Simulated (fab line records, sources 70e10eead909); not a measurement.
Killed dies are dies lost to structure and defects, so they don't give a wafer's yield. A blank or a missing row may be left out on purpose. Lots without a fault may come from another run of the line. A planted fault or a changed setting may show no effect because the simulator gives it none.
Chamber matching | flow nand_harc | NHARC_P_GATE_ETCH_114 on rie_diel-12: 4 sister chambers
The step etches the open film in CF4/O2, target depth 30 nm, overetch 3 nm, time 16.5 s. 8 wafers are shown with their chamber, then 8 later ones without.

WAFERS WITH THEIR CHAMBER
wafer  | chamber | drypump_motor_current_A (A) | rf_vpp_V (V)
L832.2 | 2       | 5.85                        | 196.8
L832.4 | 0       | 5.53                        | 200.6
L834.2 | 3       | 5.41                        | 197.0
L834.6 | 2       | 5.87                        | 197.2
L833.1 | 1       | 5.82                        | 197.5
L833.4 | 3       | 5.41                        | 197.3
L833.6 | 0       | 5.51                        | 198.8
L837.3 | 1       | 5.75                        | 198.9

WAFERS WITHOUT THEIR CHAMBER
wafer  | drypump_motor_current_A (A) | rf_vpp_V (V)
L837.4 | 5.53                        | 200.6
L837.6 | 5.41                        | 197.4
L838.2 | 5.84                        | 196.3
L838.4 | 5.40                        | 196.6
L838.5 | 5.42                        | 197.1
L841.1 | 5.53                        | 198.9
L841.2 | 5.88                        | 198.0
L841.6 | 5.86                        | 198.2

WHICH CHAMBER EACH WENT THROUGH
wafer  | from the rows above     | in truth
L837.4 | 0                       | 0
L837.6 | 3                       | 3
L838.2 | can't be placed: 2 or 1 | 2
L838.4 | 3                       | 3
L838.5 | 3                       | 3
L841.1 | 0                       | 0
L841.2 | 2                       | 2
L841.6 | can't be placed: 2 or 1 | 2
Placed correctly: 6 of 8. Can't be placed from these rows: 2 (the true chamber is among the candidates in 2). Placed wrongly: 0.
How it was worked out, from the rows above alone: a wafer's distance from a chamber is the root of the sum, over the readings, of the square of ((its reading less the chamber's mean) divided by the reading's scatter). The wafer belongs to the nearest chamber; if the next one is less than 2 further off, it can't be placed. A chamber's mean is the mean of its shown wafers. The scatter: the root of (the sum of the squares of (reading less its chamber's mean) over the shown wafers, divided by (wafers less chambers)).
